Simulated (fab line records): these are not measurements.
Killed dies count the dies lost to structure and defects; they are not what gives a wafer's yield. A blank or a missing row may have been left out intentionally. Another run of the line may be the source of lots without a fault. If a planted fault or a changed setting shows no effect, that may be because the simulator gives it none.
3 desks, one fault	flow n5 finfet	only its own numbers are on each desk; what lay behind them is given at the end

THE DEFECT DESK
What the inspections along the route counted, lot by lot: means of the sampled wafers that have a number. The brackets show how far a lot's mean lies from the usual mean; more than 4 standard deviations puts the lot out of limits, marked OUT.
Columns: A = raw defect count at N5_DUMMY_REMOVAL_INSPECT_06, usual 12
lot	first seen here	A
L213	day 4 05:49	11
L214	day 4 09:55	15
L216	day 4 21:43	11
L220	day 5 21:15	7
L222	day 6 10:46	10
L228	day 7 22:33	3
L230	day 8 20:10	12
L233	day 9 05:46	12
L234	day 9 13:35	8
Finding of this desk: none of the 9 lots has anything out of limits.

AT THE TOOL OWNER'S DESK: ald metal-04
The tool's own readings at N5_HKMG_FIN_ALD_36 (deposits TiN, target thk 1 nm, pulse time 1 s, purge time 3 s): means of the sampled wafers that have a number, for each lot that ran on this tool. The brackets show how far a lot's mean lies from the usual mean; more than 4 standard deviations puts the lot out of limits, marked OUT.
Columns: A = heater power w at N5_HKMG_FIN_ALD_36, usual 832 W; B = precursor pulse height rel at N5_HKMG_FIN_ALD_36, usual 1.000; C = susceptor temp C at N5_HKMG_FIN_ALD_36, usual 399.98 C
lot	first seen here	A	B	C
L214	day 4 13:36	745	0.969	399.94
L216	day 5 01:40	779	1.002	400.00
L220	day 6 00:51	825	1.016	399.99
L222	day 6 14:41	783	1.014	399.95
L230	day 8 23:35	875	0.985	411.95 (+57) OUT
L233	day 9 10:28	862	0.994	412.22 (+58) OUT
This desk's verdict: out of limits on L230, L233, starting with L230 at day 8 23:35 (susceptor temp C at N5_HKMG_FIN_ALD_36). L214, L216, L220, L222 stayed within limits.

AT THE METROLOGY DESK
What the gauges read for every lot (on any tool): the sampled wafers with a number, averaged. The brackets show how far a lot's mean lies from the usual mean; more than 4 standard deviations puts the lot out of limits, marked OUT. Shown here are 7 of its 10 readings, the ones lying furthest out on some lot.
Columns: A = DIBL_P at N5_BEOL_M4_RC_MEAS_101, usual 35.6 mV/V; B = IOFF_N at N5_BEOL_M4_RC_MEAS_101, usual 0.15 nA/um; C = ION_N at N5_BEOL_M4_RC_MEAS_101, usual 668 uA/um; D = ION_P at N5_BEOL_M4_RC_MEAS_101, usual 459 uA/um; E = SS_N at N5_BEOL_M4_RC_MEAS_101, usual 71.4 mV/dec; F = SS_P at N5_BEOL_M4_RC_MEAS_101, usual 73.1 mV/dec; G = VT_P at N5_BEOL_M4_RC_MEAS_101, usual -251 mV
lot	first seen here	A	B	C	D	E	F	G
L213	day 13 18:17	36.2	0.15	664	455	71.3	73.2	-251
L216	day 14 04:38	33.5	0.12	664	455	71.5	72.8	-253
L222	day 14 20:29	33.9	0.12	653	458	70.7	72.8	-252
L214	day 16 11:36	34.2	0.15	668	458	70.9	72.6	-251
L220	day 17 06:56	36.7	0.15	674	463	71.4	73.8	-252
L228	day 17 20:31	36.0	0.16	673	459	71.4	73.4	-251
L230	day 19 03:45	37.9	0.19	681	466	71.3	73.0	-250
L233	day 19 04:35	36.8	0.16	664	461	71.3	73.3	-247
L234	day 20 05:26	34.0	0.13	664	460	71.4	72.5	-252
Finding of this desk: none of the 9 lots has anything out of limits.

PUT TOGETHER
At day 8 23:35, on L230, L233, the tool owner's desk was in a position to raise an alarm.
Nothing the defect desk looked at was out of limits.
The metrology desk saw nothing out of limits.
The defect desk has L230, L233 on record, within its limits.
The metrology desk holds a record of L230, L233, inside its limits.
The lots listed all ran N5_HKMG_FIN_ALD_36 on ald metal-04.

WHAT WAS PUT IN BY THE SIMULATOR
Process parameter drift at N5_HKMG_FIN_ALD_36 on ald metal-04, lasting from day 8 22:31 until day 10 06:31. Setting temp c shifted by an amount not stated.
Struck lots among those shown: L230, L233.
Delay in hours, fault start to first out-of-limits reading, by desk: the tool owner's desk at 1.
